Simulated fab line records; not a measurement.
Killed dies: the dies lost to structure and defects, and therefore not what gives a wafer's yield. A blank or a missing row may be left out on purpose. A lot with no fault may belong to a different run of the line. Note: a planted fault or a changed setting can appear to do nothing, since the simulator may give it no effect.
Chamber matching || flow n5_finfet || 4 sister chambers for N5_BEOL_M14_TRENCH_ETCH_34 on rie_diel-05
The step etches SiO2 in C4F8/O2/Ar, target depth 556.65 nm, time 126.9 s. 18 wafers are shown with their chamber, then 9 later ones without.

WAFERS WITH THEIR CHAMBER
{"wafer": "L075.1", "chamber": 3, "showerhead_plenum_p_Torr (Torr)": 3.49, "rf_vpp_V (V)": 2189, "throttle_valve_pct (%)": 30.7}
{"wafer": "L075.2", "chamber": 1, "showerhead_plenum_p_Torr (Torr)": 3.35, "rf_vpp_V (V)": 2216, "throttle_valve_pct (%)": 30.8}
{"wafer": "L075.5", "chamber": 3, "showerhead_plenum_p_Torr (Torr)": 3.49, "rf_vpp_V (V)": 2187, "throttle_valve_pct (%)": 30.7}
{"wafer": "L074.2", "chamber": 3, "showerhead_plenum_p_Torr (Torr)": 3.49, "rf_vpp_V (V)": 2188, "throttle_valve_pct (%)": 30.7}
{"wafer": "L074.4", "chamber": 1, "showerhead_plenum_p_Torr (Torr)": 3.35, "rf_vpp_V (V)": 2216, "throttle_valve_pct (%)": 30.7}
{"wafer": "L074.5", "chamber": 1, "showerhead_plenum_p_Torr (Torr)": 3.35, "rf_vpp_V (V)": 2216, "throttle_valve_pct (%)": 30.7}
{"wafer": "L077.2", "chamber": 0, "showerhead_plenum_p_Torr (Torr)": 3.24, "rf_vpp_V (V)": 2171, "throttle_valve_pct (%)": 30.8}
{"wafer": "L077.3", "chamber": 1, "showerhead_plenum_p_Torr (Torr)": 3.34, "rf_vpp_V (V)": 2217, "throttle_valve_pct (%)": 30.7}
{"wafer": "L077.4", "chamber": 2, "showerhead_plenum_p_Torr (Torr)": 3.17, "rf_vpp_V (V)": 2191, "throttle_valve_pct (%)": 31.5}
{"wafer": "L080.3", "chamber": 3, "showerhead_plenum_p_Torr (Torr)": 3.49, "rf_vpp_V (V)": 2189, "throttle_valve_pct (%)": 30.4}
{"wafer": "L080.4", "chamber": 0, "showerhead_plenum_p_Torr (Torr)": 3.24, "rf_vpp_V (V)": 2169, "throttle_valve_pct (%)": 30.8}
{"wafer": "L080.6", "chamber": 3, "showerhead_plenum_p_Torr (Torr)": 3.49, "rf_vpp_V (V)": 2187, "throttle_valve_pct (%)": 30.4}
{"wafer": "L084.2", "chamber": 0, "showerhead_plenum_p_Torr (Torr)": 3.23, "rf_vpp_V (V)": 2171, "throttle_valve_pct (%)": 30.9}
{"wafer": "L084.3", "chamber": 1, "showerhead_plenum_p_Torr (Torr)": 3.34, "rf_vpp_V (V)": 2215, "throttle_valve_pct (%)": 30.8}
{"wafer": "L084.4", "chamber": 0, "showerhead_plenum_p_Torr (Torr)": 3.23, "rf_vpp_V (V)": 2171, "throttle_valve_pct (%)": 30.8}
{"wafer": "L085.1", "chamber": 1, "showerhead_plenum_p_Torr (Torr)": 3.33, "rf_vpp_V (V)": 2216, "throttle_valve_pct (%)": 30.8}
{"wafer": "L085.4", "chamber": 3, "showerhead_plenum_p_Torr (Torr)": 3.48, "rf_vpp_V (V)": 2189, "throttle_valve_pct (%)": 30.4}
{"wafer": "L085.5", "chamber": 1, "showerhead_plenum_p_Torr (Torr)": 3.33, "rf_vpp_V (V)": 2214, "throttle_valve_pct (%)": 30.8}

SIGNATURES (means of the wafers above)
{"reading": "showerhead_plenum_p_Torr", "chamber 0": 3.2350, "chamber 1": 3.3414, "chamber 2": 3.1700, "chamber 3": 3.4883, "scatter within a chamber": 0.00691}
{"reading": "rf_vpp_V", "chamber 0": 2170.50, "chamber 1": 2215.71, "chamber 2": 2191.00, "chamber 3": 2188.17, "scatter within a chamber": 0.973}
{"reading": "throttle_valve_pct", "chamber 0": 30.825, "chamber 1": 30.757, "chamber 2": 31.500, "chamber 3": 30.550, "scatter within a chamber": 0.107}
Rule: a wafer's distance from a chamber is the root of the sum, over the readings, of the square of ((its reading less the chamber's mean) divided by the reading's scatter). If the next closest chamber is less than 2 further off than the closest, the wafer can't be placed; otherwise it belongs to the closest. The scatter is the square root of a quotient: the sum, over the shown wafers, of each reading's squared deviation from its chamber's mean, divided by wafers minus chambers.

WAFERS WITHOUT THEIR CHAMBER
{"wafer": "L086.1", "showerhead_plenum_p_Torr (Torr)": 3.23, "rf_vpp_V (V)": 2171, "throttle_valve_pct (%)": 30.8}
{"wafer": "L086.2", "showerhead_plenum_p_Torr (Torr)": 3.15, "rf_vpp_V (V)": 2190, "throttle_valve_pct (%)": 31.5}
{"wafer": "L086.6", "showerhead_plenum_p_Torr (Torr)": 3.15, "rf_vpp_V (V)": 2189, "throttle_valve_pct (%)": 31.5}
{"wafer": "L089.1", "showerhead_plenum_p_Torr (Torr)": 3.48, "rf_vpp_V (V)": 2187, "throttle_valve_pct (%)": 30.4}
{"wafer": "L089.4", "showerhead_plenum_p_Torr (Torr)": 3.33, "rf_vpp_V (V)": 2214, "throttle_valve_pct (%)": 30.8}
{"wafer": "L089.6", "showerhead_plenum_p_Torr (Torr)": 3.15, "rf_vpp_V (V)": 2189, "throttle_valve_pct (%)": 31.5}
{"wafer": "L096.2", "showerhead_plenum_p_Torr (Torr)": 3.47, "rf_vpp_V (V)": 2187, "throttle_valve_pct (%)": 30.4}
{"wafer": "L096.4", "showerhead_plenum_p_Torr (Torr)": 3.62, "rf_vpp_V (V)": 2209, "throttle_valve_pct (%)": 30.5}
{"wafer": "L096.6", "showerhead_plenum_p_Torr (Torr)": 3.47, "rf_vpp_V (V)": 2187, "throttle_valve_pct (%)": 30.4}

EACH ONE'S CHAMBER
{"wafer": "L086.1", "from the rows above": 0, "in truth": 0}
{"wafer": "L086.2", "from the rows above": 2, "in truth": 2}
{"wafer": "L086.6", "from the rows above": 2, "in truth": 2}
{"wafer": "L089.1", "from the rows above": 3, "in truth": 3}
{"wafer": "L089.4", "from the rows above": 1, "in truth": 1}
{"wafer": "L089.6", "from the rows above": 2, "in truth": 2}
{"wafer": "L096.2", "from the rows above": 3, "in truth": 3}
{"wafer": "L096.4", "from the rows above": 3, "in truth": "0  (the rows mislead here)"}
{"wafer": "L096.6", "from the rows above": 3, "in truth": 3}
Correctly placed: 8 of 9. From these rows, 0 cannot be placed. Number placed wrongly: 1.
